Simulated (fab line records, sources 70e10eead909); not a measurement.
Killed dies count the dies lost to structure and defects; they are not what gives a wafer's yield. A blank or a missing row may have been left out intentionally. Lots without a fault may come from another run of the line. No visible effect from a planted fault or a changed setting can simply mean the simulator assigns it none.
Which tool did it? | flow nand-harc | 6 lots with 16 wafers sampled at 5 steps, on a route of 1302 steps

WHAT THE GAUGES SHOWED, per wafer
NHARC_END_SORT_01.
lot  | measured     | on        | killed-at-array
L915 | day 28 11:47 | prober-02 | 671

WHICH TOOL RAN EACH LOT (tool, then ch and the chambers of the sampled wafers, then the start)
lot  | NHARC_A_CONTACT_DESCUM_13          | NHARC_A_CONTACT_ETCH_89                       | NHARC_A_CONTACT_ALD_18              | NHARC_A_CONTACT_CVD_19
L907 | rie-diel-04 ch 1,2,3, day 23 03:54 | rie-diel-01 ch 2,3, day 23 08:49 or earlier   | ald-metal-01 ch 0,3, day 23 08:49   | cvd-w-01 ch 1, no start
L912 | rie-diel-06 ch 2,3, day 24 21:02   | rie-diel-06 ch 0,1,2, day 25 01:25 or earlier | ald-metal-04 ch 0,1,2, day 25 01:25 | cvd-w-02 ch 1, no start
L915 | rie-diel-04 ch 0, day 26 05:10     | rie-diel-04 ch 3, day 26 12:41 or earlier     | ald-metal-01 ch 0, day 26 12:41     | cvd-w-01 ch 1, day 28 11:47 or earlier
L920 | rie-diel-01 ch 1,2,3, day 28 04:26 | rie-diel-01 ch 0,3, day 28 08:34 or earlier   | ald-metal-03 ch 0,2,3, day 28 08:34 | cvd-w-02 ch 0, no start
L924 | rie-diel-04 ch 0,1,2, day 29 19:32 | rie-diel-04 ch 0,3, day 29 23:43 or earlier   | ald-metal-04 ch 0,1,3, day 29 23:43 | cvd-w-01 ch 0,1, no start
L928 | rie-diel-04 ch 0,1,3, day 30 22:13 | rie-diel-04 ch 0,1,2, day 31 02:38 or earlier | ald-metal-04 ch 1,2,3, day 31 02:38 | cvd-w-02 ch 0,1, no start
- NHARC_A_CONTACT_DESCUM_13: chemistry O2, time 3 s.
- NHARC_A_CONTACT_ETCH_89: etches the open film in N2/H2, target depth 260 nm, time 475.3 s.
- NHARC_A_CONTACT_ALD_18: deposits TiN, target thk 3 nm, pulse time 1 s, ald cycles 150.
- NHARC_A_CONTACT_CVD_19: deposits W, target thk 300 nm, time 802 s.

THE ANSWER, worked out from the rows above alone
Rule: what is usual is taken from the lots themselves. Put in order of their means at a reading, lots are off if they are a third of the lots or fewer, leave a main group of 4 or more, and stand apart from it by a gap of 3 or more times the standard deviation of the main group's means; of several such gaps the widest counts. If all means in a main group match to the digits the tables above print for the reading, that group is not used. Also off: a lot with no number at a reading for which 4 or more lots have one. Where the step has rows for the other lots, those lots are counted as sound.
Nothing can be told from this: no lot is off at any reading shown.

WHAT WAS PUT IN BY THE SIMULATOR
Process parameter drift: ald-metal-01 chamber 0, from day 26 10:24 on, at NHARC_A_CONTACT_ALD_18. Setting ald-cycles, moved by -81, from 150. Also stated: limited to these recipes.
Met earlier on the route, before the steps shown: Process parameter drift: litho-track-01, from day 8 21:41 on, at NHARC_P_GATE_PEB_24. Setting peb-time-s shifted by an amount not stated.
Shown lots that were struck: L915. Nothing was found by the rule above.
